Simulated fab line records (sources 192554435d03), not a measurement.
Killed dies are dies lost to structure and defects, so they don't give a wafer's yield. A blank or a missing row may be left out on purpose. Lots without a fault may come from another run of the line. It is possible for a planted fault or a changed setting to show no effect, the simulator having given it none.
fab line records	flow n5Finfet
record: lots: 24	wafers: 72	lastDay: 17
route steps=1938 shown BEOL_M13@1669 BEOL_M14@1746
lots with no fault: from the same line, run without faults
startH: hours from the record's opening day to when the first of the lot's shown wafers began	waitH: how many hours have passed since the lot's step before this one	" same as the row above	L1.1+2: a single row standing in for several wafers	- either no value or no given start	* or withheld: withheld	< > ~ a bound
route shown NAME@n: a module of which the file shows steps, and the number in the route of the first	usual: mean/standard deviation taken from wafers without a fault	same: alike in all rows	chamber/n: place in a boat	sites: per-site readings	_std_site: the values' standard deviation	_edge_site: the outer-site mean with the inner-site mean subtracted	radiusMm: for every site, how far away it sits from the centre of the wafer	mask NAME#n: copy n	behind: tool/chamber where the wafer was last shaped	hold: cause of the lot's hold/its duration in hours/its outcome	device: the n, p or np transistor that did not switch	end of line: at the end of the route, the tests of the same wafers	step lacking rows: just its recipe	killed: dies that structure and defects cost at the first sort, which is not the same as the wafer's yield	map: per-die view of a wafer (x killed, . not killed, _ where there is no die)
set.NAME: setting as actually run; set.NAME@STEP: the setting as run at that earlier step	model.NAME: the simulator's own value behind a step, which no gauge read
steps of the route over a sample of lots; a table a step, a row a wafer
services: when a tool's chamber went out of use (startH, in hours from the record's first day, below 0 if earlier), for how many hours, and the reason
== steps ==
step: N5_BEOL_M13_CD_MEAS_10
recipe: targetCdNm: 190	landingEnergyEv: 500	detector: seInlens	polarity: opening
usual: cdNm: 189.2/1.3
same: landingEnergyEv: 500
lot.wafer	tool	chamber	startH	waitH	cdNm
L074.1	cdSem-01	0	234.75	-	188.2
L074.4	"	0	"	"	187.2
L074.6	"	0	"	"	187.7
L075.1	cdSem-02	0	239.06	-	189.1
L075.4	"	0	"	"	187.4
L075.6	"	0	"	"	187.8
L076.2	cdSem-02	0	246.62	-	188.9
L076.3	"	0	"	"	189.2
L076.4	"	0	"	"	188.0
L077.2	cdSem-03	0	247.89	-	191.2
L077.3	"	0	"	"	188.2
L077.5	"	0	"	"	190.0
L078.1	cdSem-01	0	261.91	-	190.7
L078.2	"	0	"	"	189.5
L078.3	"	0	"	"	190.3
L079.3	cdSem-01	0	262.82	-	190.8
L079.4	"	0	"	"	189.2
L079.5	"	0	"	"	189.6
L081.2	cdSem-01	0	266.70	-	188.2
L081.3	"	0	"	"	188.1
L081.4	"	0	"	"	189.9
L080.2	cdSem-03	0	269.28	-	187.5
L080.3	"	0	"	"	186.2
L080.6	"	0	"	"	189.8
L083.1	cdSem-02	0	270.07	-	189.8
L083.5	"	0	"	"	188.0
L083.6	"	0	"	"	189.6
L082.1	cdSem-01	0	270.40	-	187.3
L082.4	"	0	"	"	187.1
L082.5	"	0	"	"	187.1
L084.1	cdSem-03	0	292.13	-	188.0
L084.2	"	0	"	"	190.4
L084.4	"	0	"	"	187.3
L086.1	cdSem-02	0	305.48	-	190.3
L086.2	"	0	"	"	189.4
L086.4	"	0	"	"	190.2
L087.2	cdSem-01	0	311.22	-	189.7
L087.4	"	0	"	"	189.2
L087.5	"	0	"	"	189.4
L085.3	cdSem-03	0	311.56	-	190.7
L085.4	"	0	"	"	189.2
L085.5	"	0	"	"	187.8
L088.3	cdSem-03	0	311.75	-	187.4
L088.4	"	0	"	"	188.0
L088.5	"	0	"	"	188.5
L089.1	cdSem-03	0	316.65	-	189.6
L089.2	"	0	"	"	191.3
L089.6	"	0	"	"	189.6
L091.3	cdSem-01	0	331.27	-	190.4
L091.4	"	0	"	"	190.7
L091.5	"	0	"	"	190.1
L090.1	cdSem-03	0	332.67	-	188.8
L090.4	"	0	"	"	191.5
L090.5	"	0	"	"	188.8
L092.1	cdSem-01	0	338.38	-	187.9
L092.2	"	0	"	"	189.7
L092.5	"	0	"	"	187.6
L093.3	cdSem-01	0	354.49	-	190.2
L093.4	"	0	"	"	191.0
L093.6	"	0	"	"	190.8
L094.1	cdSem-01	0	365.43	-	190.3
L094.4	"	0	"	"	190.8
L094.5	"	0	"	"	191.3
L096.3	cdSem-02	0	369.45	-	189.2
L096.5	"	0	"	"	188.7
L096.6	"	0	"	"	189.5
L097.1	cdSem-03	0	372.58	-	190.9
L097.2	"	0	"	"	190.7
L097.5	"	0	"	"	190.3
L095.1	cdSem-02	0	372.83	-	188.8
L095.4	"	0	"	"	189.1
L095.6	"	0	"	"	189.1
step: N5_BEOL_M13_ETCH_68
recipe: chemistry: N2/H2	target: SOC	maskMaterial: SiARC	sourceW: 3000	biasW: 350	tempC: 40	timeS: 355	ionEnergyEv: 200	pressureMtorr: 30	n2FlowSccm: 200	h2FlowSccm: 200
usual: drypumpMotorCurrentA: 5.9/0.47	oesProductAu: 0.78/0.086	rfVppV: 525.0/2.2	showerheadPlenumPTorr: 2.58/0.073	throttleValvePct: 17.72/0.23
lot.wafer	tool	chamber	startH	waitH	drypumpMotorCurrentA	oesProductAu	rfHoursCounterH	rfVppV	showerheadPlenumPTorr	throttleValvePct
L074.1	rieDiel-01	2	235.96	0.1	5.7	0.71	213	527.7	2.63	17.56
L074.4	"	1	"	"	5.9	0.86	64	525.8	2.67	17.51
L074.6	"	3	"	"	6.3	0.72	-	523.9	2.51	17.80
L075.1	rieDiel-03	3	240.27	0.1	5.9	0.70	196	525.4	2.63	18.01
L075.4	"	0	"	"	6.8	0.74	138	524.5	2.55	17.97
L075.6	"	2	"	"	4.9	0.87	-	523.4	2.49	17.48
L076.2	rieDiel-01	0	248.03	0.1	5.8	0.86	42	524.6	2.58	17.69
L076.3	"	3	"	"	6.3	0.72	208	522.4	2.51	17.78
L076.4	"	2	"	"	5.7	0.71	217	526.7	2.63	17.58
L077.2	rieDiel-03	0	249.62	0.1	6.8	0.74	141	523.9	2.55	17.99
L077.3	"	1	"	"	6.1	0.73	190	526.9	2.64	17.86
L077.5	"	0	"	"	6.8	0.75	-	524.2	2.55	17.98
L078.1	rieDiel-02	1	264.02	0.1	5.7	0.73	183	524.3	2.53	17.56
L078.2	"	3	"	"	5.6	0.90	31	527.8	2.71	17.45
L078.3	"	3	"	"	5.6	0.90	-	529.0	2.71	17.46
L079.3	rieDiel-01	3	264.79	0.1	6.3	0.71	214	522.1	2.51	17.80
L079.4	"	2	"	"	5.7	0.70	222	525.7	2.63	17.58
L079.5	"	1	"	"	5.9	0.84	-	527.7	2.67	17.52
L081.2	rieDiel-02	2	268.17	0.1	6.5	0.70	226	524.2	2.53	18.16
L081.3	"	1	"	"	5.7	0.73	185	524.8	2.53	17.58
L081.4	"	3	"	"	5.6	0.90	-	528.4	2.71	17.46
L080.2	rieDiel-02	2	270.50	0.1	6.4	0.71	228	522.8	2.53	18.15
L080.3	"	3	"	"	5.6	0.90	35	527.5	2.71	17.46
L080.6	"	2	"	"	6.5	0.70	-	522.1	2.53	18.17
L083.1	rieDiel-02	3	271.41	0.1	5.6	0.90	35	528.1	2.71	17.46
L083.5	"	3	"	"	5.6	0.90	-	528.8	2.71	17.45
L083.6	"	2	"	"	6.5	0.70	-	524.6	2.53	18.16
L082.1	rieDiel-03	1	271.74	0.1	6.1	0.73	197	526.4	2.63	17.87
L082.4	"	2	"	"	4.9	0.86	41	521.3	2.48	17.49
L082.5	"	1	"	"	6.1	0.72	-	525.9	2.63	17.87
L084.1	rieDiel-01	0	293.91	0.1	5.8	0.86	55	525.7	2.57	17.73
L084.2	"	1	"	"	5.9	0.83	81	527.6	2.66	17.53
L084.4	"	1	"	"	5.9	0.82	-	529.2	2.66	17.56
L086.1	rieDiel-01	3	306.73	0.1	6.3	0.70	227	522.2	2.51	17.82
L086.2	"	0	"	"	5.8	0.85	59	525.3	2.57	17.72
L086.4	"	1	"	"	5.9	0.83	-	527.0	2.66	17.56
L087.2	rieDiel-03	1	312.72	0.1	6.1	0.71	210	525.8	2.63	17.90
L087.4	"	0	"	"	6.8	0.73	160	522.7	2.54	18.01
L087.5	"	2	"	"	4.9	0.83	-	521.1	2.48	17.52
L085.3	rieDiel-01	0	313.00	0.1	5.8	0.85	62	524.0	2.57	17.74
L085.4	"	0	"	"	5.8	0.85	-	524.4	2.57	17.73
L085.5	"	3	"	"	6.3	0.70	-	523.8	2.50	17.84
L088.3	rieDiel-03	0	313.31	0.1	6.8	0.73	160	524.2	2.54	18.03
L088.4	"	2	"	"	4.9	0.84	54	523.2	2.48	17.52
L088.5	"	1	"	"	6.1	0.72	-	525.4	2.63	17.89
L089.1	rieDiel-02	0	317.86	0.1	5.1	0.95	8	526.4	2.59	17.37
L089.2	"	3	"	"	5.6	0.88	52	528.7	2.70	17.49
L089.6	"	2	"	"	6.5	0.69	-	523.7	2.53	18.19
L091.3	rieDiel-01	3	332.48	0.1	6.3	0.69	237	522.1	2.50	17.83
L091.4	"	0	"	"	5.8	0.83	-	524.9	2.56	17.75
L091.5	"	1	"	"	5.9	0.82	-	528.5	2.66	17.57
L090.1	rieDiel-02	3	333.89	0.1	5.6	0.86	57	527.2	2.70	17.50
L090.4	"	1	"	"	5.8	0.71	210	522.3	2.52	17.61
L090.5	"	1	"	"	5.8	0.71	-	522.7	2.52	17.61
L092.1	rieDiel-02	3	339.72	0.1	5.6	0.85	59	528.1	2.70	17.49
L092.2	"	0	"	"	5.1	0.93	15	524.6	2.58	17.39
L092.5	"	1	"	"	5.8	0.70	-	523.4	2.52	17.61
L093.3	rieDiel-02	1	355.70	0.1	5.8	0.70	220	523.4	2.51	17.63
L093.4	"	2	"	"	6.4	0.98	-	523.6	2.52	17.73
L093.6	"	3	"	"	5.6	0.86	-	528.6	2.70	17.51
L094.1	rieDiel-02	3	367.07	0.1	5.6	0.84	67	527.7	2.70	17.50
L094.4	"	3	"	"	5.5	0.84	-	528.7	2.70	17.52
L094.5	"	1	"	"	5.8	0.69	-	522.0	2.51	17.63
L096.3	rieDiel-03	3	370.83	0.1	5.9	0.68	232	526.3	2.62	18.08
L096.5	"	0	"	"	6.7	0.72	-	523.8	2.54	18.04
L096.6	"	3	"	"	5.9	0.68	-	526.8	2.62	18.08
L097.1	rieDiel-02	0	373.80	0.1	5.1	0.94	16	525.5	2.58	17.38
L097.2	"	3	"	"	5.6	0.84	69	528.8	2.69	17.52
L097.5	"	2	"	"	6.5	0.95	-	522.9	2.52	17.72
L095.1	rieDiel-03	3	374.30	0.1	5.9	0.68	234	525.6	2.62	18.10
L095.4	"	0	"	"	6.7	0.71	177	524.2	2.54	18.05
L095.6	"	1	"	"	6.1	0.70	-	524.6	2.62	17.93
step: N5_BEOL_M14_CD_MEAS_28
recipe: targetCdNm: 284.4	landingEnergyEv: 500	detector: seInlens
usual: cdNm: 283.7/1.7
same: landingEnergyEv: 500
lot.wafer	tool	chamber	startH	waitH	cdNm
L074.1	cdSem-02	0	242.01	-	281.2
L074.4	"	0	"	"	283.8
L074.6	"	0	"	"	284.7
L075.1	cdSem-01	0	244.01	-	281.0
L075.4	"	0	"	"	283.7
L075.6	"	0	"	"	283.3
L076.2	cdSem-03	0	252.06	-	285.0
L076.3	"	0	"	"	283.7
L076.4	"	0	"	"	286.4
L077.2	cdSem-03	0	254.91	-	283.6
L077.3	"	0	"	"	283.2
L077.5	"	0	"	"	280.3
L078.1	cdSem-01	0	269.93	-	285.7
L078.2	"	0	"	"	284.3
L078.3	"	0	"	"	285.2
L079.3	cdSem-01	0	270.04	-	282.7
L079.4	"	0	"	"	282.7
L079.5	"	0	"	"	283.7
L081.2	cdSem-02	0	272.02	-	285.4
L081.3	"	0	"	"	282.2
L081.4	"	0	"	"	284.1
L080.2	cdSem-02	0	281.06	-	284.5
L080.3	"	0	"	"	283.4
L080.6	"	0	"	"	284.4
L083.1	cdSem-02	0	281.89	-	282.2
L083.5	"	0	"	"	280.6
L083.6	"	0	"	"	283.9
L082.1	cdSem-03	0	282.62	-	284.3
L082.4	"	0	"	"	279.2
L082.5	"	0	"	"	284.1
L084.1	cdSem-01	0	297.66	-	283.7
L084.2	"	0	"	"	282.6
L084.4	"	0	"	"	283.4
L086.1	cdSem-02	0	311.31	-	286.6
L086.2	"	0	"	"	285.3
L086.4	"	0	"	"	284.3
L087.2	cdSem-01	0	317.50	-	283.6
L087.4	"	0	"	"	283.9
L087.5	"	0	"	"	282.7
L085.3	cdSem-01	0	317.68	-	283.9
L085.4	"	0	"	"	283.5
L085.5	"	0	"	"	285.2
L088.3	cdSem-02	0	318.09	-	282.5
L088.4	"	0	"	"	283.0
L088.5	"	0	"	"	283.4
L089.1	cdSem-03	0	326.69	-	285.4
L089.2	"	0	"	"	285.2
L089.6	"	0	"	"	285.1
L090.1	cdSem-01	0	339.57	-	286.2
L090.4	"	0	"	"	282.2
L090.5	"	0	"	"	285.0
L091.3	cdSem-03	0	339.96	-	282.5
L091.4	"	0	"	"	278.9
L091.5	"	0	"	"	282.0
L092.1	cdSem-02	0	350.13	-	281.7
L092.2	"	0	"	"	283.5
L092.5	"	0	"	"	282.8
L093.3	cdSem-01	0	366.26	-	282.5
L093.4	"	0	"	"	286.1
L093.6	"	0	"	"	282.9
L094.1	cdSem-03	0	371.34	-	283.4
L094.4	"	0	"	"	282.6
L094.5	"	0	"	"	285.3
L096.3	cdSem-01	0	377.20	-	283.8
L096.5	"	0	"	"	282.1
L096.6	"	0	"	"	284.9
L097.1	cdSem-01	0	377.49	-	282.1
L097.2	"	0	"	"	283.2
L097.5	"	0	"	"	283.2
L095.1	cdSem-03	0	381.63	-	284.9
L095.4	"	0	"	"	283.1
L095.6	"	0	"	"	285.6
step: N5_BEOL_M14_OVL_MEAS_29
recipe: pointsPerWafer: 44
usual: M14_OVL: -2/5.8
same: pointsPerWafer: 44
lot.wafer	tool	chamber	startH	waitH	M14_OVL[nm]
L074.1	overlay-02	0	242.04	0.0	8
L074.4	"	0	"	"	8
L074.6	"	0	"	"	6
L075.1	overlay-01	0	244.04	0.0	-5
L075.4	"	0	"	"	-2
L075.6	"	0	"	"	1
L076.2	overlay-01	0	252.09	0.0	1
L076.3	"	0	"	"	4
L076.4	"	0	"	"	-3
L077.2	overlay-02	0	254.94	0.0	2
L077.3	"	0	"	"	9
L077.5	"	0	"	"	-3
L078.1	overlay-02	0	269.96	0.0	5
L078.2	"	0	"	"	-2
L078.3	"	0	"	"	-4
L079.3	overlay-01	0	270.07	0.0	-2
L079.4	"	0	"	"	-3
L079.5	"	0	"	"	-4
L081.2	overlay-01	0	272.05	0.0	-1
L081.3	"	0	"	"	-3
L081.4	"	0	"	"	0
L080.2	overlay-01	0	281.09	0.0	-3
L080.3	"	0	"	"	-10
L080.6	"	0	"	"	-9
L083.1	overlay-01	0	281.92	0.0	4
L083.5	"	0	"	"	1
L083.6	"	0	"	"	5
L082.1	overlay-01	0	282.65	0.0	11
L082.4	"	0	"	"	8
L082.5	"	0	"	"	11
L084.1	overlay-01	0	297.69	0.0	1
L084.2	"	0	"	"	6
L084.4	"	0	"	"	-2
L086.1	overlay-02	0	311.34	0.0	-6
L086.2	"	0	"	"	3
L086.4	"	0	"	"	5
L087.2	overlay-01	0	317.53	0.0	-8
L087.4	"	0	"	"	-8
L087.5	"	0	"	"	-9
L085.3	overlay-01	0	317.71	0.0	-17
L085.4	"	0	"	"	-5
L085.5	"	0	"	"	-4
L088.3	overlay-02	0	318.12	0.0	-4
L088.4	"	0	"	"	-3
L088.5	"	0	"	"	-8
L089.1	overlay-01	0	326.72	0.0	-3
L089.2	"	0	"	"	-3
L089.6	"	0	"	"	0
L090.1	overlay-02	0	339.60	0.0	-9
L090.4	"	0	"	"	-7
L090.5	"	0	"	"	-12
L091.3	overlay-02	0	339.99	0.0	-5
L091.4	"	0	"	"	-3
L091.5	"	0	"	"	-5
L092.1	overlay-02	0	350.16	0.0	5
L092.2	"	0	"	"	-1
L092.5	"	0	"	"	6
L093.3	overlay-02	0	366.29	0.0	-8
L093.4	"	0	"	"	-2
L093.6	"	0	"	"	0
L094.1	overlay-01	0	371.37	0.0	4
L094.4	"	0	"	"	5
L094.5	"	0	"	"	-12
L096.3	overlay-01	0	377.22	0.0	-2
L096.5	"	0	"	"	3
L096.6	"	0	"	"	-7
L097.1	overlay-02	0	377.52	0.0	-9
L097.2	"	0	"	"	-7
L097.5	"	0	"	"	-14
L095.1	overlay-01	0	381.66	0.0	-5
L095.4	"	0	"	"	-11
L095.6	"	0	"	"	-1
step: N5_BEOL_M14_DESCUM_33
recipe: chemistry: O2	timeS: 7.9	sourcePowerW: 50	biasPowerW: 20	pressureMtorr: 20	rfFrequencyHz: 2.712e+07	tempC: 40	o2FlowSccm: 225
usual: drypumpMotorCurrentA: 5.5/0.5	oesProductAu: 0.77/0.078	rfVppV: 243.2/1.5	showerheadPlenumPTorr: 2.09/0.083	throttleValvePct: 20.50/0.22
lot.wafer	tool	chamber	startH	waitH	drypumpMotorCurrentA	oesProductAu	rfHoursCounterH	rfVppV	showerheadPlenumPTorr	throttleValvePct
L074.1	rieDiel-06	1	242.32	0.3	5.6	0.70	209	243.2	2.07	20.81
L074.4	"	0	"	"	4.8	0.74	179	242.6	1.99	20.40
L074.6	"	2	"	"	5.3	0.72	-	243.1	2.07	20.62
L075.1	rieDiel-05	0	244.25	0.2	5.9	0.75	145	245.2	2.18	20.71
L075.4	"	2	"	"	5.4	0.85	-	246.0	2.21	20.25
L075.6	"	1	"	"	5.1	0.85	-	242.9	2.02	20.19
L076.2	rieDiel-04	0	252.15	0.0	5.8	0.67	238	242.9	2.13	20.41
L076.3	"	3	"	"	5.1	0.74	152	244.2	2.08	20.57
L076.4	"	1	"	"	5.8	0.73	204	241.0	1.98	20.28
L077.2	rieDiel-04	0	255.04	0.1	5.7	0.66	239	244.7	2.13	20.40
L077.3	"	2	"	"	6.3	0.83	83	242.1	2.04	20.72
L077.5	"	3	"	"	5.1	0.74	-	243.3	2.08	20.58
L078.1	rieDiel-04	2	270.02	0.0	6.3	0.83	87	241.6	2.04	20.73
L078.2	"	1	"	"	5.9	0.73	211	241.5	1.98	20.26
L078.3	"	3	"	"	5.1	0.74	158	242.2	2.08	20.58
L079.3	rieDiel-06	2	270.17	0.1	5.3	0.71	219	241.8	2.07	20.65
L079.4	"	0	"	"	4.8	0.73	190	240.4	1.99	20.39
L079.5	"	1	"	"	5.6	0.71	-	242.4	2.07	20.84
L081.2	rieDiel-04	1	272.11	0.0	5.9	0.72	211	242.2	1.98	20.29
L081.3	"	2	"	"	6.3	0.82	88	241.8	2.04	20.73
L081.4	"	3	"	"	5.0	0.74	159	242.8	2.08	20.59
L080.2	rieDiel-06	2	281.23	0.1	5.3	0.71	222	242.1	2.07	20.65
L080.3	"	0	"	"	4.8	0.73	194	240.6	1.99	20.40
L080.6	"	2	"	"	5.3	0.71	-	242.7	2.07	20.63
L083.1	rieDiel-06	3	282.07	0.1	4.9	0.90	38	244.6	2.22	20.45
L083.5	"	0	"	"	4.8	0.73	-	241.3	1.99	20.42
L083.6	"	3	"	"	4.9	0.90	-	245.8	2.22	20.45
L082.1	rieDiel-04	2	282.71	0.0	6.3	0.82	92	243.1	2.04	20.74
L082.4	"	3	"	"	5.1	0.74	163	244.0	2.08	20.60
L082.5	"	3	"	"	5.1	0.73	-	243.7	2.08	20.60
L084.1	rieDiel-06	0	297.75	0.0	4.8	0.72	200	242.4	1.98	20.42
L084.2	"	2	"	"	5.3	0.71	227	244.0	2.06	20.65
L084.4	"	1	"	"	5.6	0.70	230	243.4	2.07	20.86
L086.1	rieDiel-04	0	311.40	0.0	5.8	1.00	0	243.9	2.13	20.06
L086.2	"	3	"	"	5.0	0.73	175	243.1	2.07	20.62
L086.4	"	1	"	"	5.9	0.72	227	242.1	1.97	20.32
L087.2	rieDiel-05	2	317.59	0.0	5.4	0.81	101	244.8	2.20	20.29
L087.4	"	0	"	"	5.8	0.73	172	243.5	2.17	20.75
L087.5	"	0	"	"	5.9	0.72	-	244.2	2.17	20.76
L085.3	rieDiel-04	2	317.76	0.0	6.3	0.80	105	241.8	2.03	20.76
L085.4	"	1	"	"	5.9	0.72	229	241.7	1.97	20.31
L085.5	"	0	"	"	5.8	0.98	-	242.8	2.13	20.07
L088.3	rieDiel-05	2	318.17	0.0	5.4	0.80	102	244.3	2.20	20.27
L088.4	"	0	"	"	5.9	0.72	172	244.9	2.17	20.75
L088.5	"	2	"	"	5.4	0.80	-	244.0	2.20	20.28
L089.1	rieDiel-06	2	326.78	0.0	5.3	0.70	238	242.0	2.06	20.66
L089.2	"	0	"	"	4.8	0.72	210	240.1	1.98	20.45
L089.6	"	3	"	"	4.8	0.87	-	245.3	2.22	20.48
L090.1	rieDiel-06	2	339.66	0.0	5.3	0.69	244	242.8	2.06	20.68
L090.4	"	3	"	"	4.9	0.85	-	245.0	2.22	20.49
L090.5	"	2	"	"	5.3	0.69	-	242.2	2.06	20.66
L091.3	rieDiel-05	3	340.22	0.2	6.4	0.90	32	245.6	2.22	20.16
L091.4	"	1	"	"	5.1	0.82	98	242.3	2.01	20.23
L091.5	"	2	"	"	5.4	0.81	-	244.2	2.20	20.31
L092.1	rieDiel-04	2	350.26	0.1	6.3	0.80	116	241.7	2.03	20.78
L092.2	"	3	"	"	5.0	0.71	185	243.0	2.07	20.62
L092.5	"	2	"	"	6.3	0.79	-	242.8	2.03	20.79
L093.3	rieDiel-06	1	366.34	0.0	5.6	0.69	247	243.9	2.06	20.89
L093.4	"	1	"	"	5.6	0.69	-	243.9	2.06	20.88
L093.6	"	0	"	"	4.8	0.70	-	240.7	1.98	20.46
L094.1	rieDiel-06	1	371.43	0.0	5.6	0.69	250	243.3	2.06	20.86
L094.4	"	0	"	"	4.8	0.71	-	241.5	1.98	20.46
L094.5	"	1	"	"	5.6	0.69	-	242.2	2.06	20.88
L096.3	rieDiel-04	0	377.35	0.1	5.7	0.91	25	243.0	2.12	20.09
L096.5	"	0	"	"	5.8	0.91	-	244.7	2.12	20.09
L096.6	"	2	"	"	6.3	0.78	-	241.0	2.02	20.80
L097.1	rieDiel-05	1	377.57	0.0	5.1	0.80	106	243.1	2.00	20.28
L097.2	"	0	"	"	5.9	0.72	189	245.8	2.17	20.78
L097.5	"	3	"	"	6.4	0.88	-	245.4	2.22	20.18
L095.1	rieDiel-05	0	381.72	0.0	5.9	0.71	191	243.5	2.17	20.77
L095.4	"	3	"	"	6.4	0.88	44	244.5	2.22	20.17
L095.6	"	0	"	"	5.8	0.71	-	245.5	2.17	20.77
step: N5_BEOL_M14_TRENCH_ETCH_34
recipe: chemistry: C4F8/O2/Ar	target: SiO2	targetDepthA: 5566.5	maskMaterial: SOC	heInnerTorr: 15	heOuterTorr: 30	timeS: 126.9	ionEnergyEv: 800	pressureMtorr: 20	sourceW: 1905	biasW: 2040	Ar_flow_sccm: 400	C4F8_flow_sccm: 16	O2_flow_sccm: 12
usual: C4F8_flow_sccm: 16.00/0.047	drypumpMotorCurrentA: 5.5/0.5	oesProductAu: 0.77/0.078	rfVppV: 2203/30	showerheadPlenumPTorr: 3.45/0.13	throttleValvePct: 31.1/0.32
lot.wafer	tool	chamber	startH	waitH	C4F8_flow_sccm	drypumpMotorCurrentA	oesProductAu	rfHoursCounterH	rfVppV	showerheadPlenumPTorr	throttleValvePct
L074.1	rieDiel-06	1	242.78	0.0	15.98	5.6	0.72	210	2269	3.42	31.4
L074.4	"	0	"	"	15.95	4.8	0.74	179	2148	3.32	31.0
L074.6	"	2	"	"	16.01	5.3	0.73	-	2167	3.39	30.9
L075.1	rieDiel-05	0	244.70	0.0	16.03	5.8	0.76	146	2221	3.60	31.4
L075.4	"	2	"	"	15.95	5.4	0.82	-	2213	3.58	30.4
L075.6	"	1	"	"	16.02	5.1	0.84	-	2188	3.37	30.9
L076.2	rieDiel-04	0	252.60	0.0	15.98	5.7	0.66	239	2214	3.53	31.0
L076.3	"	3	"	"	16.04	5.1	0.75	152	2218	3.45	31.3
L076.4	"	1	"	"	16.06	5.9	0.71	205	2218	3.25	30.5
L077.2	rieDiel-04	0	255.50	0.0	15.98	5.7	0.65	239	2214	3.53	31.0
L077.3	"	2	"	"	16.04	6.3	0.84	83	2184	3.37	31.4
L077.5	"	3	"	"	16.08	5.0	0.75	-	2219	3.45	31.3
L078.1	rieDiel-04	2	270.48	0.0	15.99	6.3	0.82	87	2184	3.36	31.4
L078.2	"	1	"	"	15.97	5.8	0.70	211	2216	3.25	30.5
L078.3	"	3	"	"	15.98	5.0	0.75	158	2219	3.45	31.3
L079.3	rieDiel-06	2	270.62	0.0	16.05	5.3	0.72	219	2166	3.39	30.9
L079.4	"	0	"	"	16.04	4.8	0.73	190	2148	3.32	31.0
L079.5	"	1	"	"	16.07	5.6	0.71	-	2269	3.41	31.4
L081.2	rieDiel-04	1	272.56	0.0	16.01	5.8	0.71	212	2220	3.25	30.5
L081.3	"	2	"	"	16.08	6.3	0.82	88	2184	3.36	31.4
L081.4	"	3	"	"	15.98	5.1	0.74	159	2218	3.45	31.3
L080.2	rieDiel-06	2	281.68	0.0	16.00	5.3	0.71	223	2165	3.39	30.9
L080.3	"	0	"	"	15.96	4.8	0.73	194	2148	3.31	31.0
L080.6	"	2	"	"	16.04	5.3	0.72	-	2165	3.38	30.9
L083.1	rieDiel-06	3	282.52	0.0	16.06	4.9	0.91	38	2213	3.66	31.3
L083.5	"	0	"	"	16.01	4.8	0.73	-	2147	3.31	31.0
L083.6	"	3	"	"	15.96	4.8	0.92	-	2214	3.66	31.3
L082.1	rieDiel-04	2	283.17	0.0	15.92	6.3	0.82	93	2186	3.36	31.4
L082.4	"	3	"	"	15.96	5.1	0.74	163	2219	3.45	31.3
L082.5	"	3	"	"	16.04	5.0	0.74	-	2218	3.45	31.3
L084.1	rieDiel-06	0	298.20	0.0	15.92	4.8	0.72	200	2149	3.31	31.0
L084.2	"	2	"	"	15.99	5.3	0.70	228	2166	3.38	30.9
L084.4	"	1	"	"	16.06	5.6	0.69	230	2270	3.41	31.4
L086.1	rieDiel-04	0	311.85	0.0	15.97	5.7	0.98	0	2215	3.53	30.8
L086.2	"	3	"	"	15.93	5.1	0.73	175	2218	3.44	31.3
L086.4	"	1	"	"	16.03	5.9	0.71	227	2217	3.24	30.5
L087.2	rieDiel-05	2	318.05	0.0	15.92	5.4	0.79	102	2212	3.56	30.5
L087.4	"	0	"	"	16.02	5.9	0.73	172	2218	3.59	31.4
L087.5	"	0	"	"	16.03	5.9	0.73	-	2216	3.59	31.4
L085.3	rieDiel-04	2	318.22	0.0	15.97	6.3	0.80	106	2185	3.35	31.4
L085.4	"	1	"	"	16.06	5.9	0.69	229	2218	3.24	30.5
L085.5	"	0	"	"	16.06	5.7	0.95	-	2216	3.53	30.8
L088.3	rieDiel-05	2	318.63	0.0	16.00	5.4	0.79	102	2212	3.56	30.4
L088.4	"	0	"	"	15.92	5.9	0.73	173	2219	3.59	31.4
L088.5	"	2	"	"	16.04	5.4	0.78	-	2213	3.56	30.4
L089.1	rieDiel-06	2	327.24	0.0	16.02	5.3	0.70	239	2165	3.38	31.0
L089.2	"	0	"	"	16.04	4.8	0.71	210	2148	3.30	31.1
L089.6	"	3	"	"	15.99	4.9	0.88	-	2214	3.65	31.3
L090.1	rieDiel-06	2	340.12	0.0	16.03	5.3	0.69	244	2165	3.37	30.9
L090.4	"	3	"	"	15.98	4.9	0.88	-	2212	3.65	31.3
L090.5	"	2	"	"	16.06	5.3	0.69	-	2165	3.37	30.9
L091.3	rieDiel-05	3	340.68	0.0	16.01	6.4	0.89	32	2188	3.63	30.7
L091.4	"	1	"	"	16.01	5.1	0.81	99	2187	3.35	31.0
L091.5	"	2	"	"	16.01	5.4	0.79	-	2210	3.56	30.4
L092.1	rieDiel-04	2	350.71	0.0	15.94	6.3	0.78	117	2184	3.35	31.4
L092.2	"	3	"	"	16.05	5.1	0.72	185	2218	3.43	31.3
L092.5	"	2	"	"	15.97	6.3	0.79	-	2183	3.35	31.4
L093.3	rieDiel-06	1	366.80	0.0	15.96	5.6	0.70	247	2267	3.40	31.5
L093.4	"	1	"	"	16.01	5.6	0.69	-	2267	3.40	31.4
L093.6	"	0	"	"	16.09	4.8	0.70	-	2146	3.30	31.1
L094.1	rieDiel-06	1	371.89	0.0	16.05	5.6	0.70	251	2267	3.39	31.5
L094.4	"	0	"	"	16.05	4.8	0.70	-	2147	3.30	31.1
L094.5	"	1	"	"	15.99	5.6	0.70	-	2267	3.39	31.5
L096.3	rieDiel-04	0	377.80	0.0	16.06	5.8	0.89	25	2214	3.51	30.8
L096.5	"	0	"	"	16.02	5.8	0.90	-	2214	3.51	30.9
L096.6	"	2	"	"	15.96	6.3	0.78	-	2184	3.34	31.4
L097.1	rieDiel-05	1	378.03	0.0	16.05	5.1	0.79	107	2186	3.35	31.0
L097.2	"	0	"	"	16.02	5.9	0.71	189	2217	3.58	31.4
L097.5	"	3	"	"	15.99	6.4	0.86	-	2189	3.63	30.7
L095.1	rieDiel-05	0	382.17	0.0	15.99	5.9	0.72	191	2218	3.58	31.4
L095.4	"	3	"	"	16.10	6.4	0.86	44	2187	3.63	30.7
L095.6	"	0	"	"	15.96	5.9	0.71	-	2219	3.58	31.4
== services ==
tool	chamber	startH	hours	kind
rieDiel-04	-	212.56	0.5	repair
rieDiel-05	0	213.29	4.7	repair
rieDiel-06	-	216.71	2.8	pm
rieDiel-04	0	224.29	7.6	repair
rieDiel-04	-	228.63	2.8	pm
rieDiel-03	-	236.51	0.3	repair
rieDiel-02	2	244.08	21.0	repair
rieDiel-03	0	253.64	2.0	repair
rieDiel-02	0	254.95	14.4	repair
rieDiel-06	3	258.82	2.4	repair
rieDiel-02	3	282.57	1.5	repair
rieDiel-03	3	285.32	6.0	repair
rieDiel-01	-	290.73	2.8	pm
rieDiel-04	0	292.44	-	clean
rieDiel-04	0	292.44	-	consumableReplace:focusRing
rieDiel-04	0	292.44	17.5	scheduledDown
rieDiel-01	2	293.58	40.7	repair
rieDiel-04	3	323.85	12.5	repair
rieDiel-02	2	324.02	3.9	repair
rieDiel-01	1	326.23	2.7	repair
rieDiel-04	2	328.65	1.8	repair
rieDiel-06	1	330.77	13.6	repair
rieDiel-05	-	352.93	2.8	pm
rieDiel-05	-	366.99	4.3	pm
== key ==
fault none
